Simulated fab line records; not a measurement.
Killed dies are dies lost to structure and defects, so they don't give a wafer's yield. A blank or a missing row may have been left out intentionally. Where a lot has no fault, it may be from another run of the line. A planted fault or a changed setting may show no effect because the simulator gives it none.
The tool behind it: which one? || flow nand harc || 12 lots, 36 wafers sampled, at 5 steps of a route of 1302

WHAT EACH GAUGE READ, for each wafer
NHARC_A_SGD_CUT_THK_MEAS_22: measures by ellipsometry.
{"lot": "L075", "measured": "day 19 15:56", "on": "film metro-01", "thk nm (nm)": "147.9 147.1 146.0"}
{"lot": "L077", "measured": "day 20 15:59", "on": "film metro-02", "thk nm (nm)": "150.5 148.9 148.8"}
{"lot": "L080", "measured": "day 21 09:35", "on": "film metro-01", "thk nm (nm)": "148.8 149.4 147.2"}
{"lot": "L081", "measured": "day 21 23:10", "on": "film metro-02", "thk nm (nm)": "148.0 150.1 148.3"}
{"lot": "L083", "measured": "day 23 05:55", "on": "film metro-02", "thk nm (nm)": "146.7 150.0 148.5"}
{"lot": "L085", "measured": "day 24 01:34", "on": "film metro-01", "thk nm (nm)": "151.4 149.6 147.6"}
{"lot": "L087", "measured": "day 25 06:49", "on": "film metro-02", "thk nm (nm)": "149.9 148.4 147.1"}
{"lot": "L090", "measured": "day 26 17:38", "on": "film metro-01", "thk nm (nm)": "146.4 148.6 147.4"}
{"lot": "L091", "measured": "day 27 05:06", "on": "film metro-02", "thk nm (nm)": "148.9 150.0 151.0"}
{"lot": "L092", "measured": "day 27 12:37", "on": "film metro-02", "thk nm (nm)": "146.4 147.6 148.5"}
{"lot": "L096", "measured": "day 28 15:20", "on": "film metro-02", "thk nm (nm)": "150.5 147.6 148.4"}
{"lot": "L095", "measured": "day 28 19:46", "on": "film metro-01", "thk nm (nm)": "150.4 149.5 149.7"}

WHAT TOOL EACH LOT RAN ON (gives the tool, then ch and the chambers of the sampled wafers, and finally the start)
{"lot": "L075", "NHARC_A_STAIRCASE_DEP_301": "pecvd-04 ch 0,2, day 17 11:55", "NHARC_A_STAIRCASE_DESCUM_312": "rie diel-12 ch 0,2, day 17 13:01", "NHARC_A_STAIRCASE_CMP_152": "cmp-02 ch 0,1,3, day 19 07:08", "NHARC_A_SGD_CUT_ETCH_59": "rie diel-11 ch 0,2,3, day 19 15:56 or earlier"}
{"lot": "L077", "NHARC_A_STAIRCASE_DEP_301": "pecvd-04 ch 0,2, day 18 04:37", "NHARC_A_STAIRCASE_DESCUM_312": "rie diel-12 ch 0,1,2, day 18 05:28", "NHARC_A_STAIRCASE_CMP_152": "cmp-04 ch 0,1,3, day 20 06:55", "NHARC_A_SGD_CUT_ETCH_59": "rie diel-05 ch 0,1,2, day 20 15:59 or earlier"}
{"lot": "L080", "NHARC_A_STAIRCASE_DEP_301": "pecvd-03 ch 1,2, day 18 16:30", "NHARC_A_STAIRCASE_DESCUM_312": "rie diel-12 ch 0,2,3, day 18 17:30", "NHARC_A_STAIRCASE_CMP_152": "cmp-03 ch 1,2, day 20 19:04", "NHARC_A_SGD_CUT_ETCH_59": "rie diel-05 ch 0,1,3, day 21 09:35 or earlier"}
{"lot": "L081", "NHARC_A_STAIRCASE_DEP_301": "pecvd-04 ch 0,1,2, day 19 11:46", "NHARC_A_STAIRCASE_DESCUM_312": "rie diel-13 ch 0,3, day 19 12:44", "NHARC_A_STAIRCASE_CMP_152": "cmp-02 ch 2,3, day 21 14:11", "NHARC_A_SGD_CUT_ETCH_59": "rie diel-05 ch 1,2,3, day 21 23:10 or earlier"}
{"lot": "L083", "NHARC_A_STAIRCASE_DEP_301": "pecvd-01 ch 1, day 20 14:07", "NHARC_A_STAIRCASE_DESCUM_312": "rie diel-03 ch 2,3, day 20 15:13", "NHARC_A_STAIRCASE_CMP_152": "cmp-04 ch 0,3, day 22 22:39", "NHARC_A_SGD_CUT_ETCH_59": "rie diel-05 ch 0,2,3, day 23 05:55 or earlier"}
{"lot": "L085", "NHARC_A_STAIRCASE_DEP_301": "pecvd-01 ch 1,2, day 21 11:42", "NHARC_A_STAIRCASE_DESCUM_312": "rie diel-12 ch 1,2,3, day 21 12:39", "NHARC_A_STAIRCASE_CMP_152": "cmp-03 ch 0,2, day 23 17:37", "NHARC_A_SGD_CUT_ETCH_59": "rie diel-11 ch 0,2,3, day 24 01:34 or earlier"}
{"lot": "L087", "NHARC_A_STAIRCASE_DEP_301": "pecvd-04 ch 0,1, day 22 15:54", "NHARC_A_STAIRCASE_DESCUM_312": "rie diel-03 ch 0,2, day 22 18:34", "NHARC_A_STAIRCASE_CMP_152": "cmp-02 ch 0,2, day 24 22:51", "NHARC_A_SGD_CUT_ETCH_59": "rie diel-07 ch 1,3, day 25 06:49 or earlier"}
{"lot": "L090", "NHARC_A_STAIRCASE_DEP_301": "pecvd-04 ch 0,2, day 24 00:33", "NHARC_A_STAIRCASE_DESCUM_312": "rie diel-13 ch 0,2, day 24 01:22", "NHARC_A_STAIRCASE_CMP_152": "cmp-03 ch 1,2,3, day 26 08:21", "NHARC_A_SGD_CUT_ETCH_59": "rie diel-05 ch 1,2,3, day 26 17:38 or earlier"}
{"lot": "L091", "NHARC_A_STAIRCASE_DEP_301": "pecvd-03 ch 0,1,2, day 24 09:59", "NHARC_A_STAIRCASE_DESCUM_312": "rie diel-12 ch 2,3, day 24 10:54", "NHARC_A_STAIRCASE_CMP_152": "cmp-02 ch 1,2,3, day 26 16:57", "NHARC_A_SGD_CUT_ETCH_59": "rie diel-11 ch 0,1, day 27 05:06 or earlier"}
{"lot": "L092", "NHARC_A_STAIRCASE_DEP_301": "pecvd-01 ch 0,1, day 24 23:28", "NHARC_A_STAIRCASE_DESCUM_312": "rie diel-13 ch 0,1,2, day 25 00:26", "NHARC_A_STAIRCASE_CMP_152": "cmp-04 ch 2,3, day 27 01:23", "NHARC_A_SGD_CUT_ETCH_59": "rie diel-07 ch 0,1,3, day 27 12:37 or earlier"}
{"lot": "L096", "NHARC_A_STAIRCASE_DEP_301": "pecvd-04 ch 0,1, day 26 01:09", "NHARC_A_STAIRCASE_DESCUM_312": "rie diel-12 ch 0,1,2, day 26 02:05", "NHARC_A_STAIRCASE_CMP_152": "cmp-03 ch 0,1,3, day 28 06:25", "NHARC_A_SGD_CUT_ETCH_59": "rie diel-05 ch 0,2,3, day 28 15:20 or earlier"}
{"lot": "L095", "NHARC_A_STAIRCASE_DEP_301": "pecvd-01 ch 0,2, day 26 11:26", "NHARC_A_STAIRCASE_DESCUM_312": "rie diel-12 ch 1,3, day 26 12:26", "NHARC_A_STAIRCASE_CMP_152": "cmp-02 ch 0,1,2, day 28 10:43", "NHARC_A_SGD_CUT_ETCH_59": "rie diel-07 ch 0,3, day 28 19:46 or earlier"}
- NHARC_A_STAIRCASE_DEP_301: deposits SiON, target thk 30 nm.
- NHARC_A_STAIRCASE_DESCUM_312: chemistry O2, time 3 s.
- NHARC_A_STAIRCASE_CMP_152: polishes.
- NHARC_A_SGD_CUT_ETCH_59: etches the open film in N2/H2, target depth 260 nm, time 406.25 s.

THE ANSWER, worked out from the rows above alone
Rule: what is usual is taken from the lots themselves. The widest of any qualifying gaps counts: lots, ordered by their means at a reading, are off when they make up no more than a third of the lots, leave a main group of 4 or more, and stand apart from it by 3 or more times the standard deviation of that group's means. The tables above print the reading to a certain number of digits; a main group whose means all agree to those digits is not used. A lot without any number at a reading at which 4 lots or more have one is off too. The other lots that the step has rows for count as sound.
No lot is off at any reading shown: from this, nothing can be told.

WHAT HAD BEEN PUT IN BY THE SIMULATOR
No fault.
